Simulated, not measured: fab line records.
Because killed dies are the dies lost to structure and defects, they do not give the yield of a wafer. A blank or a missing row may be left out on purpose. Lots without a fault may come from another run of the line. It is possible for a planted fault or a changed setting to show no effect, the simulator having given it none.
Struck lot and sound lot, side by side / flow n5Finfet / 17 steps out of a route of 1938
Sound: wafers L772.2, L772.4, L772.6. Struck: wafer L788.5; the same lot's L788.3 was not struck, so it is left out; see the end for the cause.
For every step that has rows: the tool of each side, followed by ch and its chambers, followed by its first start. Under that, the readings that differ: sound wafers / struck wafers / difference of the means / sigmas: that difference in standard deviations of wafers without a fault.
alike: words and numbers the same on both sides, and readings whose means are apart by under 2 such deviations; not compared: readings that were withheld, readings missing a value for some wafer, numbers with overlapping values and no deviation given by the record, and bounds like >300 which may hide the same value.
The two part at a step that has a row with sigmas, a row that says differs or no value, or rows on one side only. Numbers that don't overlap but have no deviation are shown without sigmas and don't part them. Lack of a reading on every wafer of one side parts them only where that side has two or more wafers.

first, 4 steps without rows for these wafers: N5_BEOL_M6_HM_STRIP_39 (strips TiN in peroxide tin strip, target depth 25 nm, time 158 s); N5_BEOL_M6_SRD_40 (time 30 s); N5_BEOL_M6_PRECLEAN_42 (cleans in residue remover, time 60 s); N5_BEOL_M6_SRD_43 (time 30 s).
N5_BEOL_M6_CD_MEAS_35: target cd 40 nm, target cd y 28 nm.
  struck on cdSem-03, day 14 03:11; sound on cdSem-03, day 10 09:13
  alike: cdNm
N5_BEOL_M6_CURE_75: cures SiCOH lowk, time 120 s.
  sound on uvCure-03 ch 1, day 10 09:18; struck on uvCure-03 ch 2, day 14 03:25
  alike: lampPowerPct, wafer_temp_C_max
then, 1 step without rows for these wafers: N5_BEOL_M6_DEGAS_44 (time 60 s).
N5_BEOL_M6_PRE_CLEAN_45: time 30 s.
  struck on pvdSputter-02, day 14 03:53; sound on pvdSputter-02, day 10 09:48
  alike: heaterPowerW
then, 1 step without rows for these wafers: N5_BEOL_M6_ALD_77 (deposits TaN, target thk 2 nm, pulse time 2 s, purge time 3 s).
N5_BEOL_M6_SURFACE_TREAT_79:
  struck on pvdSputter-01, day 14 04:14; sound on pvdSputter-01, day 10 11:04
  not compared: throttleValvePct
then, 1 step without rows for these wafers: N5_BEOL_M6_CVD_78 (deposits Co from CCTBA/H2, target thk 2 nm, time 142.3 s).
N5_BEOL_M6_SPUTTER_48: material Cu, target thk 10 nm, time 1.667 s.
  struck on pvdSputter-03, day 14 04:29; sound on pvdSputter-01, day 10 11:41
  alike: chuckGasFlowSccm, throttleValvePct
N5_BEOL_M6_ECD_50: material Cu, target thk 300 nm.
  sound on ecdCu-01 ch 0,1, day 10 11:49; struck on ecdCu-01 ch 0, day 14 04:37
reading=model.Cu_of_BEOL_M6_ECD_50.thkNm (nm); sound=300.2 299 305.2; struck=408.8; difference=+107.3; sigmas=
N5_BEOL_M6_ANNEAL_51: time 90 s.
  sound on rtpAnneal-01 ch 0, day 10 11:59; struck on rtpAnneal-02 ch 0, day 14 04:52
  alike: wafer_temp_C_max
N5_BEOL_M6_CMP_52: polishes, stops on SiCOH lowk, t overpolish 6.9 s, target thk 80 nm.
  sound on cmp-04 ch 1,2, day 10 12:31; struck on cmp-01 ch 1, day 14 05:11
reading=retainingRingPressureFrac; sound=1.005 1.002 1.010; struck=0.989; difference=-0.017; sigmas=-3
reading=timeToEndpointS (s); sound=65 57 63; struck=87; difference=+25; sigmas=+7
  alike: edgeZonePressureFrac, motorCurrentA
N5_BEOL_M6_THK_MEAS_53: measures by xrf.
  struck on filmMetro-02, day 14 05:22; sound on filmMetro-02, day 10 12:46
  alike: M6_THK
N5_PASSIVATION_PROBE_49:
  sound wafers here have rows in the record (prober-01, day 14 14:31); struck ones have none

== WHERE THEY PART ==
At N5_BEOL_M6_CMP_52 first; at N5_PASSIVATION_PROBE_49 last (within this record only).

WHY: whatever the simulator had introduced
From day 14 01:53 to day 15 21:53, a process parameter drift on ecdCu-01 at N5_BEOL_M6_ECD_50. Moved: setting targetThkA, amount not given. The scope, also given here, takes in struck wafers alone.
